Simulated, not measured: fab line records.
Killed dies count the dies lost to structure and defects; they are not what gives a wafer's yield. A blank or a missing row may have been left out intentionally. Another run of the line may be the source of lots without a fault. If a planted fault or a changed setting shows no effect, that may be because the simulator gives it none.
Split-lot experiment	flow n5_finfet	39 wafers read from 7 lots, route of 1938 steps

ABOUT THE SPLIT
At N5_MOL_CONTACT_COAG_ETCH_91 (etches SOC in N2/H2, target depth 60 nm, overetch 21 nm, time 101.2 s), the setting source_w was moved away from the recipe's 840 W on 15 of the 39 wafers read, by -17.3% to +15.0%. All remaining wafers had this setting at the recipe value.

The reading comes from the split's own step.

THE READING
rf_vpp_V, in V, at N5_MOL_CONTACT_COAG_ETCH_91 (etches SOC in N2/H2, target depth 60 nm, overetch 21 nm, time 101.2 s). A value of 524.2 V with a standard deviation of 2 V is what fault-free wafers of this fab line usually give.

wafer	tool, chamber at the split	source_w as run, W	against the recipe	rf_vpp_V, V	against lot-mates on the recipe
L076.1	rie_diel-04, 3	840	recipe	523.1	-
L076.2	rie_diel-04, 1	840	recipe	522.0	-
L076.3	rie_diel-04, 0	936.4	+11.5%	506.0	-18.0
L076.4	rie_diel-04, 2	840	recipe	526.8	-
L076.5	rie_diel-04, 0	936.4	+11.5%	507.9	-16.1
L076.6	rie_diel-04, 1	936.4	+11.5%	503.4	-20.6
L077.1	rie_diel-01, 0	840	recipe	520.0	-
L077.2	rie_diel-01, 3	966.3	+15.0%	500.0	-22.0
L077.3	rie_diel-01, 2	840	recipe	525.9	-
L077.4	rie_diel-01, 0	840	recipe	520.1	-
L077.5	rie_diel-01, 3	966.3	+15.0%	502.2	-19.8
L077.6	rie_diel-01, 2	966.3	+15.0%	501.6	-20.4
L079.1	rie_diel-02, 2	840	recipe	524.0	-
L079.2	rie_diel-02, 0	840	recipe	524.1	-
L079.3	rie_diel-02, 3	908.5	+8.2%	511.2	-13.7
L079.4	rie_diel-02, 1	908.5	+8.2%	511.9	-13.0
L079.5	rie_diel-02, 1	908.5	+8.2%	513.3	-11.6
L079.6	rie_diel-02, 2	840	recipe	526.5	-
L089.1	rie_diel-01, 1	840	recipe	525.5	-
L089.2	rie_diel-01, 3	840	recipe	523.9	-
L089.3	rie_diel-01, 0	840	recipe	521.2	-
L089.4	rie_diel-01, 2	840	recipe	524.4	-
L089.5	rie_diel-01, 1	840	recipe	526.0	-
L089.6	rie_diel-01, 0	840	recipe	519.1	-
L090.1	rie_diel-02, 1	840	recipe	525.1	-
L090.2	rie_diel-02, 3	926.4	+10.3%	508.9	-15.7
L090.3	rie_diel-02, 2	840	recipe	523.7	-
L090.4	rie_diel-02, 1	926.4	+10.3%	507.3	-17.3
L090.5	rie_diel-02, 3	840	recipe	525.1	-
L090.6	rie_diel-02, 2	926.4	+10.3%	507.7	-16.9
L091.3	rie_diel-01, 0	840	recipe	520.2	-
L091.4	rie_diel-01, 2	840	recipe	526.3	-
L091.5	rie_diel-01, 1	840	recipe	525.2	-
L095.1	rie_diel-01, 0	694.4	-17.3%	553.1	+29.1
L095.2	rie_diel-01, 3	840	recipe	522.6	-
L095.3	rie_diel-01, 1	694.4	-17.3%	560.0	+36.0
L095.4	rie_diel-01, 2	840	recipe	525.0	-
L095.5	rie_diel-01, 2	694.4	-17.3%	559.6	+35.6
L095.6	rie_diel-01, 1	840	recipe	524.4	-

FIT RESULTS
A straight line over all 39 wafers: rf_vpp_V changes by -1.7 V for each +1% of source_w; r = -0.98; the points scatter about the line by 2.6 V.
The same after taking each lot's own level away (the mean of its wafers on the recipe; 39 wafers): -1.69 V for each +1%; r = -0.98; scatter 2.6 V.
On that fit, the largest move of source_w shifts the reading by 29 V.
The lots' own levels span 522.00 to 524.87 V, that is 1.4 times the standard deviation above.
Consequently the slope shifts little with the lot-to-lot level, the two slopes agreeing.
Check: for one of the wafers moved furthest among these (-17.3%), held out of the fit, the line's prediction against its lot-mates is +30.5 V. It came out at +29.1 V against them.
Tool readings at the split's step, against how far the setting was moved: rf_vpp_V r = -0.98.

THESE WAFERS: OTHER SPLITS
Before the reading, these wafers also passed through other splits. Each is held against what the fit with the lots' levels taken away leaves over:
other split on the same wafers	wafers away from the commonest value	r with rf_vpp_V (lot level and that fit taken away)
N5_DUMMY_GATE_EXPOSE_12 dose_mj	12	+0.30
N5_HKMG_FIN_ETCH_35 time_s	15	-0.06

THE FILE'S OWN FIT
rf_vpp_V changes by -1.66 V for each +1% of source_w, r = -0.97.
